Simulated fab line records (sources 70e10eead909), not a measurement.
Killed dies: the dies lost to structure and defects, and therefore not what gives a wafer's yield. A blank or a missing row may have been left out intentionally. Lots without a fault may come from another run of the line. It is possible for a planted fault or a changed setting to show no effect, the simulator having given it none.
fab line records	flow nandHarc
[record] lots = 12	wafers = 36	lastDay = 33
route steps=1302 shown P_GATE@152 P_CONTACT@235 END@1302
lots with no fault: from the same line, run without faults
startH: hours from the record's opening day to when the first of the lot's shown wafers began	waitH: hours from the lot's prior step to this one	" unchanged from the row above	L1.1+2: several wafers, shown together as one row	- no value, or no start was given	* or withheld: withheld	< > ~ a bound
route shown NAME@n: NAME is a module with steps in the file, n the number in the route of the first one	usual: average and standard deviation across the fault-free wafers	same: alike in all rows	chamber/n: place in a boat	sites: each site's reading	_std_site: standard deviation of those values	_edge_site: outer sites' mean less inner sites'	radiusMm: for every site, how far away it sits from the centre of the wafer	mask NAME#n: copy n	behind: tool/chamber where the wafer was last shaped	hold: cause of the lot's hold/its duration in hours/its outcome	device: transistor that didn't switch, given as n, p or np	end of line: the same wafers' tests at the end of the route	a step given without rows: its recipe and nothing more	killed: count of dies lost to structure and defects at first sort (not the wafer's yield)	map: per-die view of a wafer (x killed, . not killed, _ where there is no die)
set.NAME: the setting the step ran with; set.NAME@STEP: the setting that earlier step ran with	model.NAME: the simulator's own value behind a step, which no gauge read
the route's steps for a sample of lots (tables are steps, rows are wafers)
services: the hour from which a tool's chamber was out of use, counted from the record's first day as startH (under 0 if before that day), plus the number of hours and why
[[steps]]
[step NHARC_P_GATE_STRIP_35]
[recipe] timeS = 600	tempC = 130	chemistry = SPM
lot.wafer	tool	chamber	startH	waitH
L459.6+5+1	wetBench-05	5,0,1	104.47	0.1
L460.4+5+1	wetBench-07	3,4,7	110.06	0.1
L466.4+1+6	wetBench-05	4,6,0	166.70	0.1
L467.5+1+3	wetBench-07	3,4,6	179.78	0.1
L468.2+1+6	wetBench-07	0,2,3	193.90	0.1
L469.6+1+5	wetBench-07	5,6,1	204.05	0.1
L470.5+6+3	wetBench-07	5,0,1	212.91	0.1
L471.2+4+6	wetBench-07	0,1,2	224.16	0.1
L474.5+3+2	wetBench-01	6,0,1	245.25	0.1
L480.3+5+6	wetBench-07	1,4,5	310.47	0.1
L481.5+2+1	wetBench-07	5,6,1	318.55	0.1
L482.3+4+5	wetBench-07	2,4,5	324.82	0.1
[step NHARC_P_GATE_STRIP_111]
[recipe] powerW = 1500	tempC = 110	timeS = 250	chemistry = N2/H2
[usual] drypumpMotorCurrentA = 5.53/0.19	heaterPowerW = 91/11
lot.wafer	tool	chamber	startH	waitH	drypumpMotorCurrentA	heaterPowerW	rfHoursCounterH
L459.1	plasmaAsher-02	1	115.81	0.2	5.29	104	8
L459.6	"	0	"	"	5.40	98	-
L459.5	"	1	"	"	5.30	101	-
L460.1	plasmaAsher-01	1	123.65	0.2	5.74	79	22
L460.4	"	1	"	"	5.75	77	-
L460.5	"	0	"	"	5.67	88	-
L466.1	plasmaAsher-02	1	178.23	0.2	5.31	100	21
L466.4	"	0	"	"	5.39	98	-
L466.6	"	1	"	"	5.33	105	-
L467.1	plasmaAsher-01	0	191.05	0.2	5.68	88	2
L467.3	"	0	"	"	5.68	90	-
L467.5	"	1	"	"	5.80	75	-
L468.2	plasmaAsher-01	0	207.27	0.2	5.67	90	5
L468.1	"	1	"	"	5.77	75	5
L468.6	"	1	"	"	5.76	75	-
L469.1	plasmaAsher-01	1	215.54	0.2	5.79	74	7
L469.5	"	1	"	"	5.79	76	-
L469.6	"	0	"	"	5.67	88	-
L470.3	plasmaAsher-02	0	224.37	0.3	5.40	98	-
L470.5	"	1	"	"	5.27	102	-
L470.6	"	0	"	"	5.40	94	-
L471.2	plasmaAsher-01	0	235.75	0.3	5.68	88	12
L471.4	"	1	"	"	5.80	73	-
L471.6	"	1	"	"	5.79	73	-
L474.2	plasmaAsher-01	0	256.61	0.3	5.67	89	16
L474.3	"	1	"	"	5.78	72	-
L474.5	"	1	"	"	5.79	73	-
L480.3	plasmaAsher-02	1	322.06	0.3	5.27	108	-
L480.6	"	0	"	"	5.44	95	-
L480.5	"	1	"	"	5.28	103	-
L481.1	plasmaAsher-01	0	329.90	0.2	5.67	90	31
L481.2	"	1	"	"	5.75	73	31
L481.5	"	1	"	"	5.77	75	-
L482.3	plasmaAsher-02	0	336.47	0.2	5.42	96	-
L482.4	"	1	"	"	5.29	107	-
L482.5	"	1	"	"	5.29	105	-
[step NHARC_P_GATE_STRIP_75]
[recipe] powerW = 1500	tempC = 250	chemistry = O2
[usual] drypumpMotorCurrentA = 5.54/0.19	heaterPowerW = 339/41
lot.wafer	tool	chamber	startH	waitH	drypumpMotorCurrentA	heaterPowerW	rfHoursCounterH
L459.1	plasmaAsher-02	1	116.07	0.2	5.30	378	8
L459.6	"	0	"	"	5.44	353	-
L459.5	"	1	"	"	5.29	393	-
L460.1	plasmaAsher-01	1	123.95	0.3	5.78	294	22
L460.4	"	1	"	"	5.76	290	-
L460.5	"	0	"	"	5.68	321	-
L466.1	plasmaAsher-02	1	178.49	0.2	5.30	377	21
L466.4	"	0	"	"	5.43	344	-
L466.6	"	1	"	"	5.29	370	-
L467.1	plasmaAsher-01	0	191.31	0.2	5.67	319	2
L467.3	"	0	"	"	5.68	335	-
L467.5	"	1	"	"	5.78	276	-
L468.2	plasmaAsher-01	0	207.57	0.3	5.68	329	6
L468.1	"	1	"	"	5.76	276	6
L468.6	"	1	"	"	5.79	274	-
L469.1	plasmaAsher-01	1	215.85	0.3	5.78	281	7
L469.5	"	1	"	"	5.77	281	-
L469.6	"	0	"	"	5.67	337	-
L470.3	plasmaAsher-02	0	224.55	0.1	5.38	357	-
L470.5	"	1	"	"	5.29	377	-
L470.6	"	0	"	"	5.41	363	-
L471.2	plasmaAsher-01	0	236.05	0.2	5.68	332	12
L471.4	"	1	"	"	5.76	274	-
L471.6	"	1	"	"	5.78	277	-
L474.2	plasmaAsher-01	0	256.92	0.3	5.66	339	17
L474.3	"	1	"	"	5.78	279	-
L474.5	"	1	"	"	5.77	277	-
L480.3	plasmaAsher-02	1	322.24	0.1	5.29	391	-
L480.6	"	0	"	"	5.43	361	-
L480.5	"	1	"	"	5.32	394	-
L481.1	plasmaAsher-01	0	330.21	0.3	5.68	336	31
L481.2	"	1	"	"	5.77	282	31
L481.5	"	1	"	"	5.75	274	-
L482.3	plasmaAsher-02	0	336.69	0.2	5.41	369	-
L482.4	"	1	"	"	5.28	406	-
L482.5	"	1	"	"	5.29	394	-
[step NHARC_P_GATE_INSPECT_68]
[usual] rawDefectCount = 197/71
lot.wafer	tool	chamber	startH	waitH	rawDefectCount
L459.1	defectInspect-01	-	121.80	0.2	156
L459.5	"	-	"	"	156
L459.6	"	-	"	"	138
L460.1	defectInspect-01	-	129.53	0.2	140
L460.4	"	-	"	"	233
L460.5	"	-	"	"	185
L466.1	defectInspect-02	-	184.28	0.2	152
L466.4	"	-	"	"	203
L466.6	"	-	"	"	157
L467.1	defectInspect-01	-	197.25	0.2	202
L467.3	"	-	"	"	178
L467.5	"	-	"	"	229
L468.1	defectInspect-01	-	213.15	0.2	381
L468.2	"	-	"	"	216
L468.6	"	-	"	"	332
L469.1	defectInspect-02	-	221.94	0.2	1177
L469.5	"	-	"	"	1146
L469.6	"	-	"	"	1211
L470.3	defectInspect-02	-	230.44	0.1	1215
L470.5	"	-	"	"	1208
L470.6	"	-	"	"	1074
L471.2	defectInspect-02	-	242.82	0.1	1229
L471.4	"	-	"	"	1225
L471.6	"	-	"	"	1219
L474.2	defectInspect-02	-	262.63	0.1	137
L474.3	"	-	"	"	381
L474.5	"	-	"	"	135
L480.3	defectInspect-01	-	327.67	0.1	143
L480.5	"	-	"	"	176
L480.6	"	-	"	"	183
L481.1	defectInspect-01	-	336.27	0.2	196
L481.2	"	-	"	"	150
L481.5	"	-	"	"	128
L482.3	defectInspect-02	-	342.28	0.1	407
L482.4	"	-	"	"	227
L482.5	"	-	"	"	351
[step NHARC_P_CONTACT_DESCUM_17]
[recipe] timeS = 3	o2FlowSccm = 200	arFlowSccm = 0	biasPowerW = 0	chemistry = O2
[usual] drypumpMotorCurrentA = 5.74/0.3	oesProductAu = 1.000/0.013	rfVppV = 57.8/0.93	showerheadPlenumPTorr = 1.94/0.076	throttleValvePct = 11.311/0.0086
lot.wafer	tool	chamber	startH	waitH	drypumpMotorCurrentA	oesProductAu	rfHoursCounterH	rfVppV	showerheadPlenumPTorr	throttleValvePct
L459.1	rieDiel-05	2	123.64	0.1	5.89	1.010	2.0	59.1	2.02	11.309
L459.5	"	0	"	"	5.64	1.001	-	56.8	2.00	11.291
L459.6	"	1	"	"	5.82	1.007	-	57.1	1.98	11.316
L460.4	rieDiel-07	1	131.33	0.1	6.06	0.975	0.2	57.3	2.03	11.318
L460.1	"	0	"	"	5.46	0.985	0.1	58.2	1.92	11.319
L460.5	"	1	"	"	6.08	0.978	-	58.3	2.03	11.305
L466.4	rieDiel-11	2	185.97	0.1	5.56	0.992	2.7	57.8	1.85	11.301
L466.1	"	3	"	"	5.78	1.001	2.5	59.0	2.01	11.312
L466.6	"	2	"	"	5.53	0.985	-	56.6	1.84	11.309
L467.1	rieDiel-11	1	198.93	0.1	5.24	0.986	3.5	58.1	1.80	11.314
L467.3	"	2	"	"	5.53	1.000	3.4	56.7	1.84	11.315
L467.5	"	0	"	"	6.23	1.024	-	58.0	1.92	11.320
L468.2	rieDiel-11	0	215.04	0.1	6.22	1.017	4.2	56.6	1.92	11.299
L468.1	"	2	"	"	5.57	0.994	4.0	58.6	1.85	11.304
L468.6	"	1	"	"	5.29	0.985	-	55.9	1.80	11.337
L469.1	rieDiel-05	2	223.76	0.1	5.85	1.012	8.7	57.7	2.02	11.298
L469.5	"	3	"	"	5.34	1.000	-	57.4	1.89	11.301
L469.6	"	0	"	"	5.65	1.011	-	57.9	2.00	11.311
L470.3	rieDiel-07	0	232.26	0.1	5.50	1.003	2.4	58.7	1.92	11.301
L470.5	"	0	"	"	5.50	0.995	-	57.8	1.92	11.315
L470.6	"	1	"	"	6.05	0.988	-	56.3	2.03	11.316
L471.4	rieDiel-07	0	244.58	0.1	5.50	1.002	2.9	57.9	1.92	11.316
L471.2	"	3	"	"	5.93	1.006	2.6	58.1	1.94	11.327
L471.6	"	1	"	"	6.09	0.989	-	60.2	2.03	11.311
L474.2	rieDiel-07	1	264.44	0.1	6.05	0.990	3.9	58.7	2.03	11.318
L474.3	"	0	"	"	5.49	0.998	3.9	59.1	1.91	11.310
L474.5	"	1	"	"	6.05	0.991	-	58.2	2.03	11.298
L480.3	rieDiel-11	3	329.47	0.1	5.82	0.997	1.5	59.5	2.01	11.311
L480.5	"	1	"	"	5.24	1.005	-	56.6	1.80	11.319
L480.6	"	2	"	"	5.54	1.004	-	55.6	1.84	11.308
L481.2	rieDiel-07	2	337.95	0.1	6.13	1.012	0.5	58.1	1.99	11.325
L481.1	"	3	"	"	5.92	1.000	0.6	57.9	1.94	11.305
L481.5	"	2	"	"	6.12	1.010	-	59.7	1.99	11.305
L482.3	rieDiel-07	0	344.07	0.1	5.50	0.987	1.1	55.9	1.91	11.314
L482.4	"	0	"	"	5.53	0.993	-	58.1	1.91	11.309
L482.5	"	1	"	"	6.05	1.007	-	58.9	2.03	11.316
[step NHARC_END_SORT_01]
[recipe] tempC = 25
[usual] killedAtArray = 54/21	killedAtOther = 0.9/1.1	killedAtPeriphery = 3.5/2.5	killedDies = 58/21	killedOpen = 3.3/1.9	killedShort = 2.6/1.8
[same] grossDies = 677
lot.wafer	tool	chamber	startH	waitH	killedAtArray	killedAtOther	killedAtPeriphery	killedDies	killedOpen	killedShort
L469.1	prober-01	0	674.43	2.5	44	0	63	107	2	1
L469.5	prober-01	0	677.66	3.7	34	0	87	121	1	1
L469.6	prober-01	0	678.46	4.0	41	0	68	109	5	2
L470.3	prober-02	0	693.11	3.1	38	0	102	140	5	3
L470.5	prober-02	0	694.72	3.7	32	2	67	101	3	4
L470.6	prober-02	0	695.53	4.0	32	0	98	130	1	1
L471.2	prober-02	0	716.76	2.8	37	0	97	134	4	6
L471.4	prober-02	0	718.38	3.4	63	0	99	162	2	2
L471.6	prober-02	0	719.99	4.0	58	0	71	129	5	2
// killed by level:class
L469.1 P_GATE:unspecified=59 A_CHANNEL_HOLE_D1:chamberFilmFlake=33 A_CONTACT:chamberFilmFlake=5 P_ZERO_WELL:chamberFilmFlake=2 P_GATE:geometricParticle:open=1 A_CHANNEL_FILL_D2:geometricParticle:open=1 A_WL_FILL:geometricParticle:short=1 P_GATE:chamberFilmFlake=1
L469.5 P_GATE:unspecified=84 A_CHANNEL_HOLE_D1:chamberFilmFlake=19 A_CONTACT:chamberFilmFlake=6 A_SLIT:chamberFilmFlake=4 A_CHANNEL_FILL_D2:chamberFilmFlake=3 P_M0:geometricParticle:open=1 A_STAIRCASE:geometricParticle:short=1 P_ZERO_WELL:chamberFilmFlake=1
L469.6 P_GATE:unspecified=63 A_CHANNEL_HOLE_D1:chamberFilmFlake=28 A_SLIT:chamberFilmFlake=3 A_WL_FILL:chamberFilmFlake=3 A_STAIRCASE:chamberFilmFlake=2 P_M0:geometricParticle:open=1 P_M1:geometricParticle:short=1 P_M1:geometricParticle:open=1
L470.3 P_GATE:unspecified=98 A_CHANNEL_HOLE_D2:chamberFilmFlake=16 A_CHANNEL_HOLE_D1:chamberFilmFlake=7 A_STAIRCASE:chamberFilmFlake=5 A_CHANNEL_FILL_D1:chamberFilmFlake=3 P_M0:geometricParticle:open=2 A_CHANNEL_FILL_D1:geometricParticle:short=2 A_CHANNEL_FILL_D2:chamberFilmFlake=2
L470.5 P_GATE:unspecified=65 A_CHANNEL_HOLE_D2:chamberFilmFlake=9 A_CHANNEL_HOLE_D1:chamberFilmFlake=7 A_SLIT:chamberFilmFlake=3 A_ONON_D1:geometricParticle:short=2 A_STAIRCASE:chamberFilmFlake=2 A_DECK1_JOINT:chamberFilmFlake=2 A_CHANNEL_FILL_D2:chamberFilmFlake=2
L470.6 P_GATE:unspecified=96 A_CHANNEL_HOLE_D2:chamberFilmFlake=15 A_SLIT:chamberFilmFlake=4 A_CHANNEL_FILL_D2:chamberFilmFlake=4 A_CHANNEL_HOLE_D1:chamberFilmFlake=2 A_STAIRCASE:chamberFilmFlake=2 A_CONTACT:chamberFilmFlake=2 P_CONTACT:geometricParticle:open=1
L471.2 P_GATE:unspecified=93 A_CHANNEL_HOLE_D2:chamberFilmFlake=10 A_CHANNEL_HOLE_D1:chamberFilmFlake=7 A_WL_FILL:geometricParticle:short=4 A_CONTACT:chamberFilmFlake=4 A_ONON_D1:geometricParticle:open=3 A_CHANNEL_FILL_D2:chamberFilmFlake=3 A_ZERO_WELL:chamberFilmFlake=2
L471.4 P_GATE:unspecified=95 A_CHANNEL_HOLE_D1:chamberFilmFlake=34 A_CHANNEL_HOLE_D2:chamberFilmFlake=15 A_SLIT:chamberFilmFlake=5 P_M1:chamberFilmFlake=3 A_CONTACT:chamberFilmFlake=2 A_ONON_D1:geometricParticle:open=1 A_DECK1_JOINT:geometricParticle:short=1
L471.6 P_GATE:unspecified=65 A_CHANNEL_HOLE_D1:chamberFilmFlake=33 A_CHANNEL_HOLE_D2:chamberFilmFlake=8 A_STAIRCASE:chamberFilmFlake=3 A_SLIT:chamberFilmFlake=3 P_M1:chamberFilmFlake=2 A_ZERO_WELL:chamberFilmFlake=2 A_CHANNEL_FILL_D2:chamberFilmFlake=2
[[services]]
tool	chamber	startH	hours	kind
wetBench-05	-	84.80	8.0	pm
plasmaAsher-01	-	92.96	4.3	repair
rieDiel-05	1	97.61	14.6	repair
wetBench-01	-	101.67	8.0	pm
plasmaAsher-02	-	105.57	1.1	repair
rieDiel-07	-	117.20	9.0	pm
rieDiel-11	0	123.89	9.6	repair
rieDiel-11	3	137.91	13.1	repair
wetBench-07	-	160.00	8.0	pm
rieDiel-07	2	161.82	7.6	repair
plasmaAsher-01	-	172.60	9.0	pm
rieDiel-07	3	177.97	5.0	repair
rieDiel-05	-	229.60	9.0	pm
rieDiel-11	1	232.52	8.7	repair
rieDiel-05	0	243.66	16.9	repair
rieDiel-07	2	245.21	9.8	repair
plasmaAsher-02	-	249.00	9.0	pm
rieDiel-11	-	255.52	9.0	pm
wetBench-05	-	260.80	8.0	pm
wetBench-01	-	277.67	8.0	pm
rieDiel-07	-	294.20	9.0	pm
rieDiel-05	-	334.32	0.8	repair
wetBench-07	-	336.00	8.0	pm
rieDiel-07	3	342.91	16.7	repair
[[key]]
[firstSign] step = NHARC_P_GATE_INSPECT_68	reading = rawDefectCount	direction = up	sigmas = 14	usual = 197	struck = 1189
[effect] step = NHARC_END_SORT_01	reading = killedAtPeriphery	direction = up	sigmas = 32	usual = 3.5	struck = 83.6
[moreKillsBornAt] NHARC_P_GATE_STRIP_35@wetBench-07 = 718
metAt NHARC_P_GATE_STRIP_35
struckLots L469,L470,L471
testerLeftOut L469,L470,L471
notActingAt NHARC_P_GATE_STRIP_111,NHARC_P_GATE_STRIP_75,NHARC_P_CONTACT_DESCUM_17
onsetBetween 193.90 204.05
[fault] kind = chamberParticleSource	tool = wetBench-07	chamber = -	onsetH = 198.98	steps = NHARC_P_GATE_STRIP_35	ratePerVisitCm2 = 1.5626	endH = 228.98
// testerLeftOut: of these lots the tester's yield and bins aren't shown, on N5 and GAA mostly nor the transistor test; their killed dies are dies lost to structure and defects alone, not to doping, threshold or leakage, so they don't give the yield
